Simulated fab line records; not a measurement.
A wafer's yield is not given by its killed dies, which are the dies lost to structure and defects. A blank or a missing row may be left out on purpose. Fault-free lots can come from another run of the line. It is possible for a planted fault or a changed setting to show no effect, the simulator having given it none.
fab line records	flow n5Finfet	part 2 of 2: steps 5 to 6 of 6
record: lots: 21	wafers: 63	lastDay: 20
route steps=1938 shown BEOL_M13@1669 BEOL_M14@1732
lots untouched by any fault: they come from a run of this same line in which no faults occurred
startH: hours from the record's first day to the start of the lot's first wafer shown	waitH: hours elapsed since this lot's preceding step	" same as the row above	L1.1+2: a row that stands for several wafers	- no value, or no start was given	* or withheld: withheld	< > ~ a bound
route shown NAME@n: NAME is a module with steps in the file, n the number in the route of the first one	usual: average and standard deviation across the fault-free wafers	same: alike in all rows	chamber/n: place in a boat	sites: readings site by site	_std_site: standard deviation across them	_edge_site: mean of outer sites minus mean of inner sites	radiusMm: how far each site lies from the wafer's centre	mask NAME#n: copy n	behind: the tool/chamber that last shaped the wafer	hold: why the lot was held/for how many hours/how that ended	device: which transistor (n, p or np) failed to switch	end of line: the route-end tests of the same wafers	step lacking rows: just its recipe	killed: not the wafer's yield, but the dies lost to structure and defects at the first sort	map: shows each die of a wafer: x if killed, . if not, _ if none is there
set.NAME: the setting the step ran with; set.NAME@STEP: the setting that earlier step ran with	model.NAME: the simulator's own value behind a step, which no gauge read
the route's steps for a sample of lots (tables are steps, rows are wafers)
services: when a tool's chamber went out of use (startH, in hours from the record's first day, below 0 if earlier), for how many hours, and the reason
== steps ==
step: N5_BEOL_M14_STRIP_63
recipe: chemistry: O2	powerW: 600	tempC: 60	pressureMtorr: 30	rfFrequencyHz: 6e+07	biasPowerW: 0	overashFraction: 0.3	o2FlowSccm: 225
usual: drypumpMotorCurrentA: 5.6/0.45	oesProductAu: 0.80/0.085	rfVppV: 3.6/0.85	showerheadPlenumPTorr: 2.11/0.079	throttleValvePct: 16.55/0.18
lot.wafer	tool	chamber	startH	waitH	drypumpMotorCurrentA	oesProductAu	rfHoursCounterH	rfVppV	showerheadPlenumPTorr	throttleValvePct
L074.4	rieDiel-04	1	-	-	6.4	0.70	240	4.7	2.13	16.81
L074.5	"	0	"	"	5.7	0.87	-	4.0	2.21	16.43
L074.6	"	1	"	"	6.4	0.70	-	3.4	2.13	16.82
L075.2	rieDiel-02	3	-	-	5.6	0.94	11	3.1	2.15	16.12
L075.4	"	3	"	"	5.7	0.94	-	2.5	2.15	16.14
L075.6	"	0	"	"	5.3	0.69	-	4.4	2.07	16.56
L076.1	rieDiel-02	3	-	-	5.6	0.92	13	3.9	2.15	16.14
L076.2	"	0	"	"	5.3	0.70	225	3.1	2.06	16.58
L076.5	"	3	"	"	5.7	0.94	-	3.5	2.15	16.15
L079.1	rieDiel-02	3	-	-	5.6	0.92	16	3.6	2.14	16.15
L079.2	"	2	"	"	5.9	1.01	1	1.8	2.23	16.59
L079.6	"	2	"	"	5.9	1.00	-	2.7	2.23	16.55
L077.1	rieDiel-01	1	-	-	5.3	0.91	19	3.3	2.06	16.56
L077.3	"	3	"	"	4.9	0.85	89	3.0	2.21	16.45
L077.5	"	1	"	"	5.3	0.92	-	2.5	2.06	16.56
L078.2	rieDiel-01	0	-	-	4.9	0.72	231	2.5	2.08	16.91
L078.4	"	1	"	"	5.3	0.89	22	4.5	2.06	16.56
L078.5	"	1	"	"	5.3	0.91	-	3.1	2.06	16.52
L081.3	rieDiel-04	0	-	-	5.7	0.87	70	3.3	2.20	16.44
L081.4	"	2	"	"	5.7	0.78	118	4.3	2.02	16.56
L081.5	"	3	"	"	5.8	0.70	-	5.6	2.06	16.54
L083.1	rieDiel-04	3	-	-	5.8	0.68	218	3.7	2.06	16.58
L083.5	"	3	"	"	5.8	0.70	-	3.4	2.06	16.54
L083.6	"	2	"	"	5.7	0.78	-	5.5	2.02	16.53
L082.2	rieDiel-04	3	-	-	5.8	0.70	218	3.7	2.06	16.57
L082.3	"	2	"	"	5.8	0.77	-	4.4	2.02	16.53
L082.5	"	2	"	"	5.8	0.78	-	4.8	2.02	16.54
L084.1	rieDiel-02	0	-	-	5.3	0.68	245	4.7	2.06	16.61
L084.3	"	3	"	"	5.7	0.87	31	3.6	2.14	16.15
L084.6	"	2	"	"	6.0	0.93	-	3.9	2.23	16.58
L086.3	rieDiel-02	2	-	-	5.9	0.92	25	4.8	2.22	16.61
L086.4	"	1	"	"	5.7	0.71	193	3.2	1.99	16.63
L086.5	"	0	"	"	5.3	0.67	-	3.1	2.06	16.62
L087.3	rieDiel-02	1	-	-	5.7	0.72	198	2.8	1.99	16.65
L087.5	"	1	"	"	5.7	0.73	-	4.0	1.99	16.60
L087.6	"	2	"	"	5.9	0.90	-	3.9	2.22	16.62
L090.2	rieDiel-01	3	-	-	4.9	0.81	111	4.5	2.20	16.50
L090.3	"	2	"	"	6.4	0.81	103	2.4	2.21	16.62
L090.4	"	0	"	"	4.9	0.69	248	3.6	2.08	16.93
L089.1	rieDiel-01	1	-	-	5.3	0.86	42	2.9	2.05	16.60
L089.3	"	3	"	"	4.9	0.79	113	2.2	2.20	16.49
L089.4	"	2	"	"	6.4	0.81	105	3.0	2.21	16.65
L092.2	rieDiel-01	2	-	-	6.4	0.80	108	4.4	2.21	16.64
L092.5	"	1	"	"	5.2	0.86	-	2.4	2.05	16.56
L092.6	"	2	"	"	6.4	0.80	-	3.4	2.21	16.60
L091.3	rieDiel-04	1	-	-	6.4	0.93	15	3.2	2.12	16.37
L091.5	"	3	"	"	5.8	0.69	-	3.1	2.05	16.60
L091.6	"	2	"	"	5.8	0.75	-	4.3	2.01	16.60
L093.1	rieDiel-02	0	-	-	5.3	0.96	6	3.2	2.05	16.14
L093.4	"	3	"	"	5.7	0.86	50	3.2	2.13	16.20
L093.5	"	0	"	"	5.3	0.95	-	3.9	2.05	16.18
L095.2	rieDiel-01	3	-	-	4.9	0.79	122	4.8	2.20	16.52
L095.3	"	1	"	"	5.3	0.85	50	2.3	2.05	16.62
L095.5	"	2	"	"	6.4	0.79	-	3.3	2.21	16.64
L094.1	rieDiel-04	1	-	-	6.4	0.92	20	3.6	2.12	16.39
L094.5	"	1	"	"	6.4	0.90	-	4.1	2.12	16.40
L094.6	"	0	"	"	5.7	0.80	-	4.0	2.19	16.49
L096.1	rieDiel-02	1	-	-	5.7	0.70	219	4.8	1.98	16.65
L096.3	"	2	"	"	5.9	0.87	51	2.7	2.21	16.65
L096.5	"	0	"	"	5.3	0.93	-	3.6	2.05	16.19
L097.1	rieDiel-01	2	-	-	6.4	0.77	141	3.9	2.20	16.68
L097.2	"	3	"	"	4.9	0.76	149	4.1	2.19	16.58
L097.3	"	1	"	"	5.3	0.82	77	2.8	2.04	16.65
step: N5_BEOL_M14_DESCUM_33
recipe: chemistry: O2	timeS: 7.9	sourcePowerW: 50	biasPowerW: 20	pressureMtorr: 20	rfFrequencyHz: 2.712e+07	tempC: 40	o2FlowSccm: 225
usual: drypumpMotorCurrentA: 5.6/0.47	oesProductAu: 0.80/0.085	rfVppV: 243.4/1.5	showerheadPlenumPTorr: 2.11/0.08	throttleValvePct: 20.30/0.19
lot.wafer	tool	chamber	startH	waitH	drypumpMotorCurrentA	oesProductAu	rfHoursCounterH	rfVppV	showerheadPlenumPTorr	throttleValvePct
L074.4	rieDiel-02	1	265.31	0.0	5.7	0.74	-	240.5	2.00	20.32
L074.5	"	0	"	"	5.3	0.70	-	242.9	2.06	20.27
L074.6	"	3	"	"	5.6	0.94	-	244.8	2.14	19.89
L075.2	rieDiel-02	0	267.67	0.0	5.3	0.70	223	241.2	2.06	20.28
L075.4	"	3	"	"	5.7	0.94	-	245.4	2.14	19.89
L075.6	"	1	"	"	5.7	0.75	-	241.3	2.00	20.32
L076.1	rieDiel-02	0	271.16	0.0	5.3	0.71	225	243.2	2.06	20.27
L076.2	"	3	"	"	5.7	0.93	13	244.3	2.14	19.90
L076.5	"	1	"	"	5.6	0.75	-	241.6	1.99	20.34
L079.1	rieDiel-02	3	279.73	0.0	5.6	0.92	16	242.7	2.14	19.90
L079.2	"	0	"	"	5.3	0.70	228	242.0	2.06	20.28
L079.6	"	2	"	"	5.9	1.00	-	245.8	2.23	20.35
L077.1	rieDiel-01	0	289.53	0.0	4.9	0.70	227	242.9	2.08	20.66
L077.3	"	2	"	"	6.4	0.83	81	244.2	2.22	20.36
L077.5	"	0	"	"	4.9	0.70	-	241.5	2.08	20.67
L078.2	rieDiel-04	3	300.19	0.0	5.8	0.70	210	242.5	2.05	20.20
L078.4	"	1	"	"	6.4	0.70	253	243.6	2.12	20.53
L078.5	"	3	"	"	5.8	0.70	-	242.7	2.05	20.20
L081.3	rieDiel-04	2	303.59	0.1	5.8	0.77	118	242.6	2.02	20.22
L081.4	"	1	"	"	6.4	0.69	254	244.3	2.12	20.52
L081.5	"	1	"	"	6.4	0.69	-	244.5	2.12	20.51
L083.1	rieDiel-02	3	317.48	0.2	5.6	0.89	30	244.1	2.14	19.93
L083.5	"	2	"	"	5.9	0.94	-	243.4	2.22	20.36
L083.6	"	1	"	"	5.7	0.73	-	241.9	1.99	20.35
L082.2	rieDiel-01	3	318.16	0.1	4.9	0.81	99	244.3	2.20	20.27
L082.3	"	0	"	"	4.9	0.70	237	243.3	2.08	20.69
L082.5	"	1	"	"	5.3	0.89	-	241.4	2.05	20.37
L084.1	rieDiel-04	0	322.69	0.1	5.7	0.84	74	245.4	2.20	20.18
L084.3	"	3	"	"	5.8	0.70	221	242.9	2.05	20.23
L084.6	"	3	"	"	5.8	0.70	-	243.6	2.05	20.22
L086.3	rieDiel-02	3	337.16	0.0	5.6	0.88	36	244.0	2.13	19.93
L086.4	"	2	"	"	5.9	0.93	25	244.1	2.22	20.40
L086.5	"	2	"	"	5.9	0.93	-	245.7	2.22	20.40
L087.3	rieDiel-01	2	348.59	0.0	6.4	0.81	103	244.6	2.21	20.41
L087.5	"	3	"	"	4.9	0.80	-	245.3	2.20	20.27
L087.6	"	0	"	"	4.9	0.69	-	242.7	2.07	20.71
L090.2	rieDiel-04	0	348.86	0.1	5.7	0.83	84	245.5	2.19	20.20
L090.3	"	2	"	"	5.8	0.75	138	243.2	2.01	20.26
L090.4	"	0	"	"	5.7	0.83	-	244.2	2.19	20.20
L089.1	rieDiel-01	0	356.05	0.1	4.9	0.69	251	242.0	2.07	20.71
L089.3	"	3	"	"	4.9	0.80	114	245.0	2.20	20.28
L089.4	"	2	"	"	6.4	0.81	105	243.3	2.21	20.40
L092.2	rieDiel-04	0	364.53	0.1	5.7	0.82	91	246.3	2.19	20.22
L092.5	"	2	"	"	5.8	0.75	-	243.1	2.01	20.26
L092.6	"	1	"	"	6.4	0.93	-	243.0	2.11	20.14
L091.3	rieDiel-01	0	369.79	0.0	4.9	0.69	255	242.5	2.07	20.72
L091.5	"	3	"	"	4.9	0.80	-	244.4	2.20	20.29
L091.6	"	2	"	"	6.4	0.81	-	245.0	2.21	20.42
L093.1	rieDiel-04	2	373.20	0.0	5.8	0.76	148	242.8	2.01	20.27
L093.4	"	1	"	"	6.4	0.93	17	243.8	2.11	20.15
L093.5	"	2	"	"	5.8	0.75	-	239.4	2.01	20.27
L095.2	rieDiel-01	1	383.36	0.0	5.3	0.85	50	243.1	2.05	20.41
L095.3	"	0	"	"	4.9	0.69	259	243.4	2.07	20.72
L095.5	"	2	"	"	6.4	0.80	-	244.3	2.20	20.41
L094.1	rieDiel-02	0	384.43	0.2	5.3	0.93	9	241.6	2.05	19.91
L094.5	"	2	"	"	5.9	0.88	-	245.6	2.21	20.44
L094.6	"	1	"	"	5.6	0.71	-	241.8	1.98	20.39
L096.1	rieDiel-02	2	405.73	0.0	5.9	0.88	51	245.3	2.21	20.43
L096.3	"	1	"	"	5.7	0.71	219	242.0	1.98	20.39
L096.5	"	2	"	"	5.9	0.88	-	244.7	2.21	20.44
L097.1	rieDiel-01	1	446.26	0.1	5.3	0.81	78	241.2	2.04	20.44
L097.2	"	2	"	"	6.4	0.78	141	244.6	2.19	20.47
L097.3	"	3	"	"	4.9	0.76	150	244.3	2.18	20.36
== services ==
tool	chamber	startH	hours	kind
rieDiel-05	0	241.22	3.8	repair
plasmaAsher-02	-	278.62	1.7	repair
plasmaAsher-01	-	285.22	0.9	repair
rieDiel-06	3	291.19	8.3	repair
rieDiel-02	1	300.39	15.4	repair
rieDiel-02	3	305.25	2.1	repair
rieDiel-04	1	308.27	2.9	repair
rieDiel-04	0	311.57	9.9	repair
rieDiel-05	0	320.99	2.0	repair
plasmaAsher-02	-	323.25	2.8	pm
rieDiel-06	1	332.37	8.2	repair
rieDiel-04	3	346.23	10.6	repair
rieDiel-04	-	352.25	0.6	repair
rieDiel-03	1	353.01	10.2	repair
rieDiel-03	2	354.84	6.4	repair
rieDiel-01	0	371.46	2.1	repair
rieDiel-01	0	383.71	77.6	repair
rieDiel-02	0	389.92	9.1	repair
plasmaAsher-01	-	398.57	2.8	pm
rieDiel-06	3	407.97	4.8	repair
plasmaAsher-02	-	415.76	1.4	repair
plasmaAsher-01	-	417.11	1.7	repair
plasmaAsher-02	-	419.99	2.4	repair
rieDiel-02	1	444.32	12.7	repair
